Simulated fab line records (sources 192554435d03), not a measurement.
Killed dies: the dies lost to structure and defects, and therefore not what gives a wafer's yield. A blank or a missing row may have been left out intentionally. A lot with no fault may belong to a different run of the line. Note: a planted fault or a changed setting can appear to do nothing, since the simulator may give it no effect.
fab line records ; flow n5Finfet ; part 2 of 2: steps 5 to 6 of 6
[record] lots = 23; wafers = 69; lastDay = 18
route steps=1938 shown FIN_SAQP@136 FIN_CUT@166 STI_FIN_REVEAL@208 DUMMY_GATE@214 SD_EPI_N@273
lots that met no fault: taken from a fault-free run of the same line
startH: the number of hours between the record's first day and the start of the first shown wafer of the lot ; waitH: hours elapsed since this lot's preceding step ; " identical to the entry in the row above ; L1.1+2: several wafers, shown together as one row ; - no value, or no start was given ; * or withheld: withheld ; < > ~ a bound
route shown NAME@n: NAME is a module with steps in the file, n the number in the route of the first one ; usual: average and standard deviation across the fault-free wafers ; same: alike in all rows ; chamber/n: place in a boat ; sites: the reading at each site ; _std_site: how widely they spread, as a standard deviation ; _edge_site: mean of outer sites minus mean of inner sites ; radiusMm: how far each site lies from the wafer's centre ; mask NAME#n: copy n ; behind: the tool/chamber that last shaped the wafer ; hold: reason for holding the lot/hours on hold/outcome of the hold ; device: the transistor (n, p or np) that didn't switch ; end of line: the route-end tests of the same wafers ; a step without rows: its recipe alone ; killed: dies lost to structure and defects at the first sort, not the wafer's yield ; map: shows each die of a wafer: x if killed, . if not, _ if none is there
set.NAME: the setting that was run; set.NAME@STEP: the one run at that earlier step ; model.NAME: the simulator's own value behind a step, which no gauge read
a sample of lots followed through the steps of the route, with each step as a table and each wafer as a row
services: when a tool's chamber went out of use (startH, in hours from the record's first day, below 0 if earlier), for how many hours, and the reason
[[steps]]
[step N5_DUMMY_GATE_ALD_02]
[recipe] material = SiO2; targetThkA = 20; tempC = 300; aldPrecursorFamily = BDEAS; aldCoReactant = O2-plasma; pulseTimeS = 1; pressureTorr = 2
[usual] heaterPowerOuterW = 260/23; heaterPowerW = 466/29; precursorPulseHeightRel = 1.000/0.02
lot.wafer;tool;chamber;startH;waitH;heaterPowerOuterW;heaterPowerW;precursorPulseHeightRel
L074.1;aldSin-03;0;36.68;0.0;273;512;1.008
L074.3;aldSin-03;2;36.68;0.0;259;473;0.958
L074.4;aldSin-03;3;36.68;0.0;208;415;1.043
L075.1;aldSin-04;2;45.43;0.0;271;512;1.022
L075.4;aldSin-04;0;45.43;0.0;262;443;1.015
L075.6;aldSin-04;2;45.43;0.0;274;518;1.000
L076.4;aldSin-04;0;48.90;0.0;258;443;1.000
L076.5;aldSin-04;1;48.90;0.0;293;459;0.992
L076.6;aldSin-04;2;48.90;0.0;274;510;0.980
L077.3;aldSin-03;2;55.13;0.0;255;481;1.009
L077.5;aldSin-03;2;55.13;0.0;265;485;1.008
L077.6;aldSin-03;1;55.13;0.0;286;483;0.973
L078.1;aldSin-03;2;61.46;0.0;259;492;0.982
L078.2;aldSin-03;3;61.46;0.0;211;418;1.025
L078.3;aldSin-03;1;61.46;0.0;281;476;1.000
L079.2;aldSin-04;3;67.34;0.1;256;453;0.966
L079.4;aldSin-04;0;67.34;0.1;253;448;0.999
L079.5;aldSin-04;1;67.34;0.1;289;460;0.997
L080.1;aldSin-03;2;74.46;0.2;258;483;0.976
L080.4;aldSin-03;1;74.46;0.2;289;471;0.982
L080.5;aldSin-03;0;74.46;0.2;261;511;0.999
L081.1;aldSin-04;0;78.92;0.0;265;449;1.019
L081.2;aldSin-04;1;78.92;0.0;290;464;1.022
L081.6;aldSin-04;1;78.92;0.0;293;466;1.005
L082.1;aldSin-01;1;86.40;2.0;259;466;0.993
L082.3;aldSin-01;2;86.40;2.0;250;473;1.001
L082.4;aldSin-01;0;86.40;2.0;247;446;1.022
L083.3;aldSin-01;0;92.09;0.5;254;444;1.000
L083.5;aldSin-01;1;92.09;0.5;267;466;0.989
L083.6;aldSin-01;0;92.09;0.5;249;451;0.972
L084.1;aldSin-03;3;101.41;0.0;207;428;0.958
L084.2;aldSin-03;0;101.41;0.0;256;470;0.994
L084.5;aldSin-03;3;101.41;0.0;215;415;1.010
L085.2;aldSin-03;2;104.19;0.2;240;470;0.996
L085.4;aldSin-03;0;104.19;0.2;265;503;1.009
L085.6;aldSin-03;0;104.19;0.2;257;490;1.001
L086.3;aldSin-03;2;109.88;0.0;245;479;1.001
L086.4;aldSin-03;3;109.88;0.0;212;416;0.996
L086.6;aldSin-03;0;109.88;0.0;254;480;1.009
L087.2;aldSin-04;1;117.78;0.0;296;468;1.008
L087.4;aldSin-04;3;117.78;0.0;258;429;1.003
L087.6;aldSin-04;1;117.78;0.0;292;473;1.039
L089.1;aldSin-03;3;127.07;0.1;215;431;1.003
L089.3;aldSin-03;2;127.07;0.1;247;458;1.007
L089.6;aldSin-03;1;127.07;0.1;272;458;0.982
L090.2;aldSin-01;2;132.36;0.0;247;484;0.958
L090.3;aldSin-01;1;132.36;0.0;263;478;0.999
L090.5;aldSin-01;3;132.36;0.0;273;445;1.010
L091.3;aldSin-04;0;138.83;0.0;266;454;1.016
L091.4;aldSin-04;1;138.83;0.0;287;473;1.004
L091.6;aldSin-04;0;138.83;0.0;266;448;1.014
L092.2;aldSin-01;2;146.08;0.0;239;473;1.002
L092.3;aldSin-01;0;146.08;0.0;244;446;1.014
L092.5;aldSin-01;1;146.08;0.0;273;462;1.009
L093.2;aldSin-04;1;153.33;1.0;292;470;0.989
L093.5;aldSin-04;1;153.33;1.0;281;484;0.992
L093.6;aldSin-04;3;153.33;1.0;254;436;0.985
L094.2;aldSin-04;2;158.18;0.0;275;516;1.003
L094.4;aldSin-04;2;158.18;0.0;278;537;0.989
L094.5;aldSin-04;1;158.18;0.0;296;469;0.975
L095.1;aldSin-03;0;164.87;0.1;261;496;0.999
L095.2;aldSin-03;1;164.87;0.1;277;453;1.011
L095.3;aldSin-03;3;164.87;0.1;209;420;0.973
L096.3;aldSin-03;0;170.46;0.0;263;506;0.972
L096.5;aldSin-03;2;170.46;0.0;246;465;0.998
L096.6;aldSin-03;3;170.46;0.0;217;424;0.999
L097.1;aldSin-03;3;174.97;0.0;222;432;0.984
L097.3;aldSin-03;1;174.97;0.0;276;457;0.993
L097.4;aldSin-03;0;174.97;0.0;265;490;0.993
[step N5_SD_EPI_N_DESCUM_14]
[recipe] chemistry = O2; timeS = 7.9; sourcePowerW = 50; biasPowerW = 20; pressureMtorr = 20; rfFrequencyHz = 2.712e+07; tempC = 40; resist = CAR-ArF-block; o2FlowSccm = 225
[usual] drypumpMotorCurrentA = 5.7/0.4; oesProductAu = 0.80/0.086; rfVppV = 243.2/1.3; showerheadPlenumPTorr = 2.09/0.069; throttleValvePct = 20.34/0.21
lot.wafer;tool;chamber;startH;waitH;drypumpMotorCurrentA;oesProductAu;rfHoursCounterH;rfVppV;showerheadPlenumPTorr;throttleValvePct
L074.1;rieDiel-04;3;47.82;0.1;5.2;0.88;47;242.2;2.04;20.41
L074.3;rieDiel-04;1;47.82;0.1;5.8;0.71;198;243.4;2.16;20.62
L074.4;rieDiel-04;2;47.82;0.1;6.0;0.74;143;243.9;2.11;20.16
L075.1;rieDiel-04;2;59.08;0.4;6.0;0.75;148;243.8;2.11;20.18
L075.4;rieDiel-04;3;59.08;0.4;5.2;0.87;52;240.4;2.03;20.42
L075.6;rieDiel-04;1;59.08;0.4;5.8;0.70;-;245.1;2.16;20.62
L076.4;rieDiel-04;3;59.86;0.0;5.1;0.87;52;243.1;2.04;20.42
L076.5;rieDiel-04;3;59.86;0.0;5.1;0.87;-;242.1;2.03;20.41
L076.6;rieDiel-04;0;59.86;0.0;5.9;0.83;-;241.6;2.01;20.03
L077.3;rieDiel-06;3;66.46;0.0;5.0;0.99;5;243.1;2.07;20.41
L077.5;rieDiel-06;1;66.46;0.0;6.3;0.68;-;242.6;1.99;20.67
L077.6;rieDiel-06;2;66.46;0.0;5.8;0.91;-;243.9;2.12;20.03
L078.1;rieDiel-01;3;74.54;0.2;6.2;0.71;213;242.7;2.05;20.42
L078.2;rieDiel-01;0;74.54;0.2;5.2;0.88;35;243.6;2.23;20.33
L078.3;rieDiel-01;1;74.54;0.2;5.3;0.73;216;243.4;2.04;20.55
L079.2;rieDiel-01;1;87.47;0.2;5.4;0.72;220;242.5;2.04;20.54
L079.4;rieDiel-01;0;87.47;0.2;5.2;0.87;39;246.6;2.22;20.36
L079.5;rieDiel-01;1;87.47;0.2;5.4;0.73;-;241.8;2.04;20.54
L080.1;rieDiel-01;2;89.43;0.0;5.6;0.92;20;241.9;2.07;20.26
L080.4;rieDiel-01;0;89.43;0.0;5.2;0.87;39;245.0;2.22;20.37
L080.5;rieDiel-01;2;89.43;0.0;5.6;0.92;-;242.4;2.07;20.27
L081.1;rieDiel-04;3;97.29;0.1;5.2;0.85;65;242.8;2.03;20.45
L081.2;rieDiel-04;1;97.29;0.1;5.9;0.69;213;244.4;2.16;20.65
L081.6;rieDiel-04;3;97.29;0.1;5.2;0.85;-;242.1;2.03;20.44
L082.1;rieDiel-01;1;97.32;0.1;5.4;0.73;224;243.4;2.04;20.55
L082.3;rieDiel-01;0;97.32;0.1;5.2;0.86;43;244.9;2.22;20.35
L082.4;rieDiel-01;2;97.32;0.1;5.6;0.91;23;241.9;2.07;20.28
L083.3;rieDiel-04;1;104.22;0.3;5.9;0.69;215;244.3;2.16;20.63
L083.5;rieDiel-04;1;104.22;0.3;5.9;0.69;-;244.0;2.16;20.65
L083.6;rieDiel-04;0;104.22;0.3;6.0;0.81;-;242.1;2.01;20.05
L084.1;rieDiel-04;1;112.35;0.0;5.8;0.68;219;243.1;2.16;20.65
L084.2;rieDiel-04;3;112.35;0.0;5.2;0.85;70;242.7;2.03;20.46
L084.5;rieDiel-04;1;112.35;0.0;5.8;0.68;-;244.1;2.16;20.66
L085.2;rieDiel-01;2;117.26;0.2;5.5;0.89;30;242.9;2.06;20.28
L085.4;rieDiel-01;0;117.26;0.2;5.2;0.85;49;243.7;2.22;20.36
L085.6;rieDiel-01;1;117.26;0.2;5.3;0.72;-;243.0;2.04;20.56
L086.3;rieDiel-06;0;120.64;0.0;5.2;0.74;182;244.2;2.15;19.97
L086.4;rieDiel-06;2;120.64;0.0;5.8;0.89;43;244.9;2.11;20.07
L086.6;rieDiel-06;1;120.64;0.0;6.3;0.96;-;246.4;2.25;20.32
L087.2;rieDiel-01;0;132.46;0.0;5.1;0.85;54;243.9;2.22;20.37
L087.4;rieDiel-01;2;132.46;0.0;5.6;0.89;37;241.4;2.06;20.30
L087.6;rieDiel-01;2;132.46;0.0;5.6;0.90;-;243.4;2.06;20.31
L089.1;rieDiel-01;2;142.41;0.1;5.5;0.89;41;241.5;2.06;20.30
L089.3;rieDiel-01;1;142.41;0.1;5.3;0.72;241;243.1;2.04;20.59
L089.6;rieDiel-01;3;142.41;0.1;6.1;0.70;-;242.1;2.04;20.45
L090.2;rieDiel-04;2;144.20;0.0;6.0;0.72;173;243.9;2.10;20.23
L090.3;rieDiel-04;0;144.20;0.0;5.9;0.79;107;242.2;2.00;20.06
L090.5;rieDiel-04;1;144.20;0.0;5.9;0.68;-;243.3;2.15;20.67
L091.3;rieDiel-04;3;150.75;0.0;5.1;0.83;81;243.2;2.02;20.46
L091.4;rieDiel-04;0;150.75;0.0;5.9;0.79;111;242.6;2.00;20.07
L091.6;rieDiel-04;0;150.75;0.0;5.9;0.79;-;241.3;2.00;20.06
L092.2;rieDiel-06;1;157.92;0.6;6.3;0.91;17;245.1;2.24;20.34
L092.3;rieDiel-06;0;157.92;0.6;5.1;0.72;197;244.4;2.14;20.01
L092.5;rieDiel-06;2;157.92;0.6;5.8;0.86;-;244.5;2.10;20.09
L093.2;rieDiel-06;0;166.47;0.3;5.2;0.71;200;244.0;2.14;20.00
L093.5;rieDiel-06;2;166.47;0.3;5.8;0.85;-;243.8;2.10;20.09
L093.6;rieDiel-06;1;166.47;0.3;6.3;0.90;-;245.2;2.24;20.34
L094.2;rieDiel-04;1;169.32;0.0;5.9;0.68;242;243.2;2.15;20.69
L094.4;rieDiel-04;3;169.32;0.0;5.1;0.83;88;243.5;2.02;20.49
L094.5;rieDiel-04;2;169.32;0.0;6.0;0.71;-;244.7;2.09;20.23
L095.1;rieDiel-06;2;180.63;0.4;5.8;0.85;64;242.1;2.10;20.08
L095.2;rieDiel-06;1;180.63;0.4;6.4;0.88;24;245.1;2.24;20.36
L095.3;rieDiel-06;0;180.63;0.4;5.2;0.72;204;245.6;2.14;20.01
L096.3;rieDiel-04;3;181.76;0.0;5.2;0.82;91;243.1;2.02;20.49
L096.5;rieDiel-04;3;181.76;0.0;5.1;0.82;-;240.9;2.02;20.49
L096.6;rieDiel-04;2;181.76;0.0;6.0;0.71;-;244.2;2.09;20.23
L097.1;rieDiel-06;3;186.65;0.0;5.0;0.90;50;241.4;2.06;20.49
L097.3;rieDiel-06;0;186.65;0.0;5.2;0.72;207;244.6;2.14;20.01
L097.4;rieDiel-06;1;186.65;0.0;6.4;0.88;27;244.5;2.24;20.37
[[services]]
tool;chamber;startH;hours;kind
rieDiel-01;3;1.99;1.4;repair
aldSin-04;-;12.37;2.8;pm
aldSin-04;0;17.64;11.9;repair
rieDiel-01;2;21.12;19.1;repair
rieDiel-04;1;22.90;8.3;repair
rieSi-05;3;25.72;4.7;repair
aldSin-04;3;28.91;11.9;repair
rieSi-04;-;33.20;0.2;repair
rieSi-05;1;49.77;1.1;repair
rieDiel-04;1;51.36;4.4;repair
aldSin-04;-;56.55;1.3;repair
aldSin-03;0;59.46;1.5;repair
rieDiel-03;3;60.59;9.6;repair
rieSi-06;-;81.02;2.8;pm
rieSi-05;-;82.59;10.0;pm
aldSin-03;-;85.37;14.0;pm
rieDiel-05;3;120.53;12.2;repair
rieDiel-04;3;122.87;3.9;repair
rieDiel-04;-;126.60;2.8;pm
rieDiel-05;0;130.14;5.3;repair
rieDiel-01;-;144.78;4.3;pm
aldSin-04;0;151.87;11.8;repair
rieDiel-06;3;173.08;5.7;repair
rieDiel-04;3;185.80;9.3;repair
